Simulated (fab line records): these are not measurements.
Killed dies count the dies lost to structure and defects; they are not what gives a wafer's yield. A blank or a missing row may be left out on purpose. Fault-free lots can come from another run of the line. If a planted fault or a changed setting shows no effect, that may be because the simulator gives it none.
Problem report in the 8D (eight disciplines) form, filled by code -- flow n5_finfet -- the parts of the form that need people (team, actions taken, sign-off) are left out

== 1. WHAT IS WRONG ==
Wafers without a fault read 20.000 mTorr, standard deviation 0.018; chamber_pressure_mTorr at N5_BEOL_M10_STRIP_77 reads a mean of 13.986 mTorr on 6 wafers belonging to 2 lots. So: -99 or more standard deviations from the usual mean.
The step: strips in N2/H2, time 10 s.
The first sign was on wafer L594.4 at day 14 07:35, on rie_diel-03. At this step, 27 wafers from 9 lots have a number in the record. Rule for "out" (also "out of limits"): further than 4 standard deviations from the usual mean. The other wafers with a number count as sound.

== 2. WHAT IT IS; WHAT IT IS NOT ==
question,is,is not
which readings at this step,chamber_pressure_mTorr,"drypump_motor_current_A, oes_product_au, throttle_valve_pct"
which lots,"L594, L595","L576, L578, L580, L583, L584, L590, L598"
which wafers of those lots,all that have a number,-
read on which tools,rie_diel-03,"rie_diel-01, rie_diel-06"
when,from day 14 07:35,up to then (18 sound wafers); but 3 sound wafers of L598 came after

== 3. THE SUSPECTS, EACH WITH WHAT RULES IT OUT ==
Counting: a tool stays on the suspect list if, at a process step up to the reading, it processed all lots that are out and no sound lot following the first of them.
- rie_diel-03 at N5_BEOL_M10_STRIP_67 (strips in CF4): ruled out as a lasting fault. Sound lots L598 ran on it after its first lot that is out, L594 (day 14 05:52).
- rie_diel-03 at N5_BEOL_M10_ETCH_65 (etches SiARC in CF4, target depth 39 nm, time 65 s): kept. It processed each lot that is out, first L594 at day 14 07:12, and no sound lot thereafter; up to then, the last sound lot it processed was L583 at day 11 15:10.
- rie_diel-03 at N5_BEOL_M10_STRIP_77 (strips in N2/H2, time 10 s): kept. It processed each lot that is out, first L594 at day 14 07:35, and no sound lot thereafter; up to then, the last sound lot it processed was L583 at day 11 15:32. On those wafers its own readings are out: chamber_pressure_mTorr.
The count leaves rie_diel-03 at N5_BEOL_M10_STRIP_77 and rie_diel-03 at N5_BEOL_M10_ETCH_65.

== 4. THE CAUSE (what the simulator had put in) ==
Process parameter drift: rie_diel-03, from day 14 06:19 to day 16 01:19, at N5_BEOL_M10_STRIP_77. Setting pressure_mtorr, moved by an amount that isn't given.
Counting leaves 2 suspects; this tool is one of them.

== 5. THE EFFECT CHAIN, in route order ==
Each row: a reading whose mean over the struck wafers that have a number lies more than 3 standard deviations from the usual. Only readings whose record carries a usual standard deviation are examined. hours: median over the lots of the time between each lot's start at the first step of this table that gives one and its start at this step. sigmas: the change, counted in usual standard deviations.
hours,step,reading,usual,on struck wafers,change,sigmas
0,N5_BEOL_M10_STRIP_77,chamber_pressure_mTorr,20.000 mTorr,13.986,-6.014,-99 or more
Here are the process steps it includes:
- N5_BEOL_M10_STRIP_77: strips in N2/H2, time 10 s.

== 6. WHAT WOULD HAVE CAUGHT IT SOONER ==
In this record the first reading out of limits was taken at day 14 07:35, 1 hour after the fault began at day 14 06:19.
